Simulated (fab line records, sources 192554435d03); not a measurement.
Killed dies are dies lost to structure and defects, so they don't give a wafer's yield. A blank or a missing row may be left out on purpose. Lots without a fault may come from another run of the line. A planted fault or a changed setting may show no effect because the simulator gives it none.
fab line records | flow n5_finfet
record lots=7 wafers=21
route steps=1938 shown WELL_APT@25 FIN_SAQP@108 DUMMY_GATE@224 SD_EPI_N@288 SD_EPI_P@312
start_h: hours from the record's first day to the start of the lot's first wafer shown | wait_h: hours since the lot's step before | " the same as in the row above | L1.1+2: a row that stands for several wafers | - no value, or no start given | * or withheld: withheld | < > ~ a bound
route shown NAME@n: a module of which the file shows steps, and the number in the route of the first | usual: mean/standard deviation of fault-free wafers | same: alike in all rows | chamber/n: place in a boat | sites: the reading at each site | _std_site: their standard deviation | _edge_site: outer sites' mean less inner sites' | radius_mm: how far each site lies from the wafer's centre | mask NAME#n: copy n | behind: the tool/chamber that last shaped the wafer | hold: why the lot was held/for how many hours/how that ended | device: the transistor (n, p or np) that didn't switch | end of line: the same wafers' tests at the end of the route | a step without rows: its recipe alone | killed: dies lost to structure and defects at the first sort, not the wafer's yield | map: a wafer's dies, x killed, . not, _ none there
set.NAME: the setting as run; set.NAME@STEP: as run at that earlier step | model.NAME: the simulator's own value behind a step, which no gauge read
lots whose settings were changed on purpose; a table a step, a row a wafer
## steps
# step N5_WELL_APT_PEB_06
# recipe peb_temp_c=130 peb_time_s=90
# columns lot.wafer tool chamber start_h wait_h set.peb_time_s
L080.2+3+6 litho_track-01 0 49.82 0.0 90
L084.1 litho_track-03 0 73.96 0.1 90
L084.4+5 " 0 " " 84.35
L086.2+3 litho_track-03 0 85.66 0.0 90
L086.5 " 0 " " 108.4
L087.4+5 litho_track-01 0 92.20 0.0 90
L087.6 " 0 " " 81.34
L088.1+4+5 litho_track-02 0 97.57 0.1 103.3
L091.1+3+6 litho_track-02 0 115.46 0.1 90
L096.1 litho_track-01 0 145.44 0.1 100.6
L096.5+6 " 0 " " 90
# step N5_WELL_APT_DEVELOP_07
# recipe develop_time_s=45 rinse_liquid=surfactant_rinse dry=air_spin dev_temp_c=21
# columns lot.wafer tool chamber start_h wait_h set.develop_time_s
L080.2+3+6 litho_track-01 0 - - 45
L084.1+4+5 litho_track-03 0 - - 45
L086.2 litho_track-03 0 - - 45
L086.3+5 " 0 " " 47.92
L087.4+5+6 litho_track-01 0 - - 45
L088.1+4 litho_track-02 0 - - 45
L088.5 " 0 " " 48.74
L091.1+3+6 litho_track-02 0 - - 45
L096.1+6 litho_track-01 0 - - 45
L096.5 " 0 " " 48.83
# step N5_WELL_APT_HARDBAKE_12
# recipe temp_c=130 time_s=120
# step N5_WELL_APT_CD_MEAS_08
# recipe target_cd_nm=200 landing_energy_ev=500 detector=se_inlens
# usual cd_nm=200.1/2
# columns lot.wafer tool chamber start_h wait_h set.peb_time_s@WELL_APT_PEB_06 cd_nm
L080.2 cd_sem-02 0 49.94 - 90 201.1
L080.3 " 0 " " 90 200.6
L080.6 " 0 " " 90 201.6
L084.1 cd_sem-02 0 74.07 - 90 196.4
L084.4 " 0 " " 84.35 195.0
L084.5 " 0 " " 84.35 194.0
L086.2 cd_sem-02 0 85.78 - 90 195.5
L086.3 " 0 " " 90 195.7
L086.5 " 0 " " 108.4 206.3
L087.4 cd_sem-03 0 92.32 - 90 200.2
L087.5 " 0 " " 90 198.7
L087.6 " 0 " " 81.34 197.0
L088.1 cd_sem-03 0 97.68 - 103.3 204.8
L088.4 " 0 " " 103.3 205.6
L088.5 " 0 " " 103.3 205.5
L091.1 cd_sem-01 0 115.58 - 90 202.2
L091.3 " 0 " " 90 202.3
L091.6 " 0 " " 90 202.1
L096.1 cd_sem-02 0 145.56 - 100.6 203.7
L096.5 " 0 " " 90 200.2
L096.6 " 0 " " 90 199.3
# step N5_WELL_APT_DESCUM_13
# recipe chemistry=O2 time_s=7.9 source_power_w=50 bias_power_w=20 pressure_mtorr=20 rf_frequency_hz=2.712e+07 temp_c=40 o2_flow_sccm=225
# columns lot.wafer tool chamber start_h wait_h set.peb_time_s@WELL_APT_PEB_06 model.WELL_APT.cd_nm
L080.2 rie_diel-02 2 50.02 0.0 90 201.4
L080.3 " 3 " " 90 200.2
L080.6 " 3 " " 90 201.6
L084.1 rie_diel-03 2 74.28 0.2 90 196.4
L084.4 " 3 " " 84.35 195.1
L084.5 " 2 " " 84.35 193.7
L086.2 rie_diel-02 0 85.87 0.0 90 195.8
L086.3 " 1 " " 90 195.6
L086.5 " 0 " " 108.4 205.9
L087.4 rie_diel-03 2 92.40 0.0 90 199.8
L087.5 " 1 " " 90 198.9
L087.6 " 0 " " 81.34 196.8
L088.1 rie_diel-03 1 97.77 0.0 103.3 204.9
L088.4 " 0 " " 103.3 205.5
L088.5 " 2 " " 103.3 205.4
L091.1+6 rie_diel-04 0,1 115.67 0.0 90 202.1
L091.3 " 1 " " 90 202.7
L096.1 rie_diel-03 2 145.96 0.3 100.6 203
L096.5 " 0 " " 90 200.1
L096.6 " 1 " " 90 199
# step N5_FIN_SAQP_EXPOSE_13
# recipe mask_id=FIN_CORE na=1.35 source_shape=dipole sigma_inner=0.538 sigma_outer=0.738 polarization=te target_cd_nm=35.6 dose_mj=63.25
# columns lot.wafer tool chamber start_h wait_h mask set.dose_mj
L080.2+3+6 arfi_scanner-02 0 58.22 - FIN_CORE#0 63.25
L084.1 arfi_scanner-02 0 82.58 - FIN_CORE#0 63.25
L084.4+5 " 0 " " FIN_CORE#0 65.45
L086.2+3+5 arfi_scanner-03 0 93.83 - FIN_CORE#0 63.25
L087.4+5+6 arfi_scanner-02 0 100.91 - FIN_CORE#0 63.25
L088.1 arfi_scanner-03 0 106.23 - FIN_CORE#0 63.25
L088.4+5 " 0 " " FIN_CORE#0 59.2
L091.1+3+6 arfi_scanner-03 0 123.60 - FIN_CORE#0 63.25
L096.1+6 arfi_scanner-01 0 154.14 - FIN_CORE#0 63.25
L096.5 " 0 " " FIN_CORE#0 59.96
# step N5_FIN_SAQP_DEVELOP_15
# recipe develop_time_s=30 developer=TMAH resist=CAR-ArF dev_temp_c=23 rinse_liquid=diw dry=air_spin
# columns lot.wafer tool chamber start_h wait_h set.develop_time_s
L080.2 litho_track-01 0 - - 24.51
L080.3+6 " 0 " " 30
L084.1+5 litho_track-01 0 - - 30
L084.4 " 0 " " 31.76
L086.2+3+5 litho_track-05 0 - - 30
L087.4+5+6 litho_track-05 0 - - 23.46
L088.1+5 litho_track-02 0 - - 30
L088.4 " 0 " " 26.42
L091.1+3+6 litho_track-02 0 - - 30
L096.1+5+6 litho_track-05 0 - - 30
# step N5_FIN_SAQP_CD_MEAS_16
# recipe target_cd_nm=35.6 landing_energy_ev=500 detector=se_inlens
# usual cd_nm=35.6/0.33
# columns lot.wafer tool chamber start_h wait_h set.dose_mj@FIN_SAQP_EXPOSE_13 cd_nm
L080.2 cd_sem-02 0 58.35 - 63.25 35.6
L080.3 " 0 " " 63.25 35.9
L080.6 " 0 " " 63.25 35.4
L084.1 cd_sem-01 0 82.71 - 63.25 35.2
L084.4 " 0 " " 65.45 34.3
L084.5 " 0 " " 65.45 34.1
L086.2 cd_sem-02 0 93.95 - 63.25 35.3
L086.3 " 0 " " 63.25 35.3
L086.5 " 0 " " 63.25 35.8
L087.4 cd_sem-02 0 101.03 - 63.25 36.3
L087.5 " 0 " " 63.25 36.1
L087.6 " 0 " " 63.25 36.7
L088.1 cd_sem-03 0 106.35 - 63.25 36.0
L088.4 " 0 " " 59.2 37.8
L088.5 " 0 " " 59.2 37.6
L091.1 cd_sem-02 0 123.73 - 63.25 35.7
L091.3 " 0 " " 63.25 35.5
L091.6 " 0 " " 63.25 35.4
L096.1 cd_sem-01 0 154.27 - 63.25 35.8
L096.5 " 0 " " 59.96 37.2
L096.6 " 0 " " 63.25 34.9
# step N5_DUMMY_GATE_COAT_28
# recipe resist=underlayer temp_c=205 time_s=60 spin_rpm=1500 resist_thk_nm=10
# columns lot.wafer tool chamber start_h wait_h set.spin_rpm model.underlayer_of_DUMMY_GATE_COAT_28.thk_nm
L080.2+3+6 litho_track-05 0 - - 1500 10
L084.1 litho_track-01 0 - - 1500 10
L084.4+5 " 0 " " 1631 9.6
L086.2+3+5 litho_track-04 0 - - 1500 10
L087.4 litho_track-01 0 - - 1500 10
L087.5+6 " 0 " " 1381 10.4
L088.1+4 litho_track-01 0 - - 1500 10
L088.5 " 0 " " 1363 10.4
L091.1+3+6 litho_track-01 0 - - 1500 10
L096.1+6 litho_track-04 0 - - 1371 10.4
L096.5 " 0 " " 1500 10
# step N5_DUMMY_GATE_EXPOSE_12
# recipe mask_id=GATE na=0.33 source_shape=annular sigma_inner=0.2 sigma_outer=0.6 polarization=unpolarized target_cd_nm=25 dose_mj=34
# columns lot.wafer tool chamber start_h wait_h mask set.dose_mj
L080.2+6 euv_scanner-01 0 84.34 - GATE#0 36.47
L080.3 " 0 " " GATE#0 34
L084.1+4+5 euv_scanner-01 0 108.18 - GATE#0 34
L086.2+5 euv_scanner-01 0 119.93 - GATE#0 36.19
L086.3 " 0 " " GATE#0 34
L087.4+5 euv_scanner-02 0 126.32 - GATE#0 34
L087.6 " 0 " " GATE#0 32.88
L088.1+4 euv_scanner-01 0 130.62 - GATE#0 34
L088.5 " 0 " " GATE#0 35.44
L091.1+3+6 euv_scanner-01 0 147.33 - GATE#0 34
L096.1+5 euv_scanner-02 0 178.34 - GATE#0 32.52
L096.6 " 0 " " GATE#0 34
# step N5_DUMMY_GATE_PEB_13
# recipe peb_temp_c=100 peb_time_s=60 resist=CAR-EUV
# step N5_DUMMY_GATE_DEVELOP_14
# recipe develop_time_s=30 developer=TMAH resist=CAR-EUV rinse_liquid=surfactant_rinse dry=air_spin dev_temp_c=23
# step N5_DUMMY_GATE_CD_MEAS_15
# recipe target_cd_nm=25.8 landing_energy_ev=500 detector=se_inlens
# usual cd_nm=25.00/0.24
# columns lot.wafer tool chamber start_h wait_h set.dose_mj@DUMMY_GATE_EXPOSE_12 cd_nm
L080.2 cd_sem-03 0 84.46 - 36.47 23.26
L080.3 " 0 " " 34 25.03
L080.6 " 0 " " 36.47 23.57
L084.1 cd_sem-01 0 108.31 - 34 25.11
L084.4 " 0 " " 34 24.74
L084.5 " 0 " " 34 24.62
L086.2 cd_sem-02 0 120.05 - 36.19 24.38
L086.3 " 0 " " 34 25.01
L086.5 " 0 " " 36.19 24.07
L087.4 cd_sem-03 0 126.44 - 34 25.00
L087.5 " 0 " " 34 25.26
L087.6 " 0 " " 32.88 25.26
L088.1 cd_sem-03 0 130.75 - 34 24.67
L088.4 " 0 " " 34 25.10
L088.5 " 0 " " 35.44 24.19
L091.1 cd_sem-03 0 147.45 - 34 25.48
L091.3 " 0 " " 34 25.32
L091.6 " 0 " " 34 25.09
L096.1 cd_sem-02 0 178.46 - 32.52 25.91
L096.5 " 0 " " 32.52 26.19
L096.6 " 0 " " 34 25.16
# step N5_DUMMY_GATE_STRIP_38
# recipe chemistry=N2/H2 temp_c=40 n2_flow_sccm=200 h2_flow_sccm=200 rf_frequency_hz=6e+07
# step N5_DUMMY_GATE_STRIP_39
# recipe chemistry=N2/H2 temp_c=40 n2_flow_sccm=200 h2_flow_sccm=200 rf_frequency_hz=6e+07
# step N5_DUMMY_GATE_TRIM_49
# recipe chemistry=O2 resist=SOC time_s=29 target_cd_nm=14 source_power_w=300 bias_power_w=0 O2_flow_sccm=100 temp_c=20
# columns lot.wafer tool chamber start_h wait_h set.dose_mj@DUMMY_GATE_EXPOSE_12 model.DUMMY_GATE.cd_nm
L080.2 rie_si-05 3 84.82 0.0 36.47 13
L080.3 " 1 " " 34 14
L080.6 " 2 " " 36.47 12.8
L084.1 rie_si-01 2 109.25 0.0 34 14.2
L084.4 " 0 " " 34 13.6
L084.5 " 1 " " 34 14
L086.2 rie_si-06 2 120.51 0.0 36.19 13.4
L086.3 " 1 " " 34 14.4
L086.5 " 0 " " 36.19 13.2
L087.4 rie_si-06 1 126.83 0.1 34 13.8
L087.5 " 2 " " 34 14.2
L087.6 " 0 " " 32.88 14.6
L088.1 rie_si-05 0 131.23 0.0 34 14
L088.4 " 3 " " 34 14.2
L088.5 " 0 " " 35.44 13.2
L091.1 rie_si-01 0 147.81 0.0 34 14.2
L091.3 " 2 " " 34 14.4
L091.6 " 2 " " 34 14.6
L096.1 rie_si-05 2 179.12 0.0 32.52 14.8
L096.5 " 0 " " 32.52 15.4
L096.6 " 1 " " 34 13.8
# step N5_DUMMY_GATE_STRIP_40
# recipe chemistry=CF4 resist=SiARC power_w=300 bias_power_w=75 pressure_mtorr=50 cf4_flow_sccm=150 rf_frequency_hz=6e+07
# step N5_DUMMY_GATE_ETCH_32
# recipe chemistry=CF4 target=SiO2 target_depth_a=35 time_s=3.9 ion_energy_ev=350 pressure_mtorr=10 icp_w=800 bias_w=400 cf4_flow_sccm=80
# step N5_DUMMY_GATE_ETCH_23
# recipe chemistry=HBr/Cl2/O2 HBr_flow_sccm=150 Cl2_flow_sccm=80 O2_flow_sccm=12 bias_w=102 target_depth_a=410 time_s=22.3 target=poly-Si mask_material=SiO2 pressure_mtorr=10 icp_w=800
# step N5_DUMMY_GATE_ETCH_44
# recipe chemistry=HBr/O2 over_etch_frac=0.7 target_depth_a=1275 stop_on=SiO2 ion_energy_ev=60 bias_w=20 target=poly-Si mask_material=SiO2 pressure_mtorr=20 icp_w=400 HBr_flow_sccm=120 O2_flow_sccm=10
# columns lot.wafer tool chamber start_h wait_h set.dose_mj@DUMMY_GATE_EXPOSE_12 model.DUMMY_GATE.cd_nm
L080.2 rie_si-01 2 85.37 0.0 36.47 13.8
L080.3 " 3 " " 34 14.8
L080.6 " 3 " " 36.47 13.6
L084.1 rie_si-06 2 109.78 0.0 34 15.2
L084.4+5 " 0,3 " " 34 14.8
L086.2 rie_si-05 1 121.06 0.0 36.19 14.2
L086.3 " 3 " " 34 15.2
L086.5 " 0 " " 36.19 14
L087.4 rie_si-05 1 127.33 0.0 34 14.6
L087.5 " 3 " " 34 15.4
L087.6 " 0 " " 32.88 15.4
L088.1 rie_si-05 0 131.91 0.0 34 14.8
L088.4 " 3 " " 34 15.2
L088.5 " 3 " " 35.44 14.2
L091.1 rie_si-05 3 148.35 0.0 34 15.2
L091.3 " 2 " " 34 15.6
L091.6 " 2 " " 34 15.4
L096.1 rie_si-06 3 179.65 0.0 32.52 15.8
L096.5 " 0 " " 32.52 16.2
L096.6 " 3 " " 34 15
# step N5_SD_EPI_N_EPI_21
# recipe material=Si:P dopant=P temp_c=680 pressure_torr=255 time_s=690
# columns lot.wafer tool chamber start_h wait_h set.temp_c model.Si-P_of_SD_EPI_N_EPI_21.thk_nm
L080.2 epi_rpcvd-02 0 90.10 0.4 680 59.4
L080.3 " 0 " " 683.2 62.2
L080.6 " 0 " " 680 59.8
L084.1 epi_rpcvd-01 0 113.23 0.2 677.1 57
L084.4 " 0 114.35 1.2 680 59.6
L084.5 " 0 " " 677.1 56.8
L086.2 epi_rpcvd-02 0 124.91 0.4 684.5 63.6
L086.3+5 " 0 " " 684.5 63.8
L087.4+6 epi_rpcvd-02 0 131.23 0.9 684.4 64.4
L087.5 " 0 " " 680 59.4
L088.1 epi_rpcvd-02 0 134.96 0.1 678.6 58.4
L088.4+5 " 0 " " 680 59.4
L091.1 epi_rpcvd-01 0 151.40 0.1 680 58.8
L091.3 " 0 " " 680 59
L091.6 " 0 " " 680 59.4
L096.1+5 epi_rpcvd-02 0 183.88 0.2 680 59.4
L096.6 " 0 185.75 1.9 681.9 62.2
# step N5_SD_EPI_N_PRECLEAN_24
# recipe chemistry=O3/DIW time_s=60 temp_c=22 o3_ppm=10
# columns lot.wafer tool chamber start_h wait_h set.temp_c@SD_EPI_N_EPI_21 model.Si-P_of_SD_EPI_N_EPI_21.thk_nm
L080.2 wet_bench-02 1 91.59 0.0 680 59
L080.3 " 0 " " 683.2 61.8
L080.6 " 7 " " 680 59.4
L084.1 wet_bench-02 5 115.55 0.0 677.1 56.6
L084.4 " 2 " " 680 59.2
L084.5 " 6 " " 677.1 56.4
L086.2 wet_bench-01 7 126.39 0.0 684.5 63.2
L086.3+5 " 2,1 " " 684.5 63.4
L087.4 wet_bench-01 1 132.31 0.0 684.4 64
L087.5 " 5 " " 680 59
L087.6 " 3 " " 684.4 63.8
L088.1 wet_bench-01 1 136.71 0.0 678.6 58
L088.4+5 " 5,2 " " 680 59
L091.1 wet_bench-01 0 153.17 0.0 680 58.4
L091.3 " 2 " " 680 58.6
L091.6 " 4 " " 680 59
L096.1+5 wet_bench-02 6,0 186.22 0.1 680 59
L096.6 " 1 " " 681.9 61.8
# step N5_SD_EPI_P_ETCH_16
# recipe chemistry=CHF3/O2 target=SiO2 target_depth_a=50 mask_material=SOC pressure_mtorr=30 source_w=650 bias_w=170 Ar_flow_sccm=200 CHF3_flow_sccm=50 O2_flow_sccm=5 ion_energy_ev=200
# columns lot.wafer tool chamber start_h wait_h set.target_depth_a model.etch.depth_nm
L080.2 rie_diel-05 2 93.36 0.1 47.86 4.901
L080.3 " 0 " " 47.86 4.872
L080.6 " 3 " " 50 5.022
L084.1 rie_diel-05 2 117.23 0.1 50 5.068
L084.4 " 1 " " 45.26 4.614
L084.5 " 0 " " 45.26 4.585
L086.2 rie_diel-05 0 128.40 0.1 45.08 4.532
L086.3 " 3 " " 45.08 4.431
L086.5 " 2 " " 50 5.071
L087.4 rie_diel-05 0 133.84 0.1 50 5.054
L087.5 " 3 " " 50 4.907
L087.6 " 2 " " 51.92 5.253
L088.1 rie_diel-05 3 138.46 0.1 44.28 4.371
L088.4 " 0 " " 50 5.054
L088.5 " 3 " " 50 4.907
L091.1 rie_diel-05 0 154.87 0.1 50 5.039
L091.3 " 1 " " 50 5.05
L091.6 " 0 " " 50 5.051
L096.1 rie_diel-01 2 188.90 0.1 50 4.939
L096.5 " 1 " " 50 4.945
L096.6 " 2 " " 50 4.951
## key
split step=N5_WELL_APT_PEB_06 setting=peb_time_s stated=90 by=wafer
response step=N5_WELL_APT_CD_MEAS_08 reading=cd_nm change=+0.435 per=1% r=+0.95
response step=N5_WELL_APT_DESCUM_13 reading=model.WELL_APT.cd_nm change=+0.416 per=1% r=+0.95
split step=N5_WELL_APT_DEVELOP_07 setting=develop_time_s stated=45 by=wafer
response none clear
split step=N5_FIN_SAQP_EXPOSE_13 setting=dose_mj stated=63.25 by=wafer
response step=N5_FIN_SAQP_CD_MEAS_16 reading=cd_nm change=-0.298 per=1% r=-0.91
split step=N5_FIN_SAQP_DEVELOP_15 setting=develop_time_s stated=30 by=wafer
response none clear
split step=N5_DUMMY_GATE_COAT_28 setting=spin_rpm stated=1500 by=wafer
response step=N5_DUMMY_GATE_COAT_28 reading=model.underlayer_of_DUMMY_GATE_COAT_28.thk_nm change=-0.0464 per=1% r=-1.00
split step=N5_DUMMY_GATE_EXPOSE_12 setting=dose_mj stated=34 by=wafer
response step=N5_DUMMY_GATE_CD_MEAS_15 reading=cd_nm change=-0.169 per=1% r=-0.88
response step=N5_DUMMY_GATE_TRIM_49 reading=model.DUMMY_GATE.cd_nm change=-0.187 per=1% r=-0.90
response step=N5_DUMMY_GATE_ETCH_44 reading=model.DUMMY_GATE.cd_nm change=-0.17 per=1% r=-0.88
split step=N5_SD_EPI_N_EPI_21 setting=temp_c stated=680 by=wafer
response step=N5_SD_EPI_N_EPI_21 reading=model.Si-P_of_SD_EPI_N_EPI_21.thk_nm change=+7 per=1% r=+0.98
response step=N5_SD_EPI_N_PRECLEAN_24 reading=model.Si-P_of_SD_EPI_N_EPI_21.thk_nm change=+6.93 per=1% r=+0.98
split step=N5_SD_EPI_P_ETCH_16 setting=target_depth_a stated=50 by=wafer
response step=N5_SD_EPI_P_ETCH_16 reading=model.etch.depth_nm change=+0.0537 per=1% r=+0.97
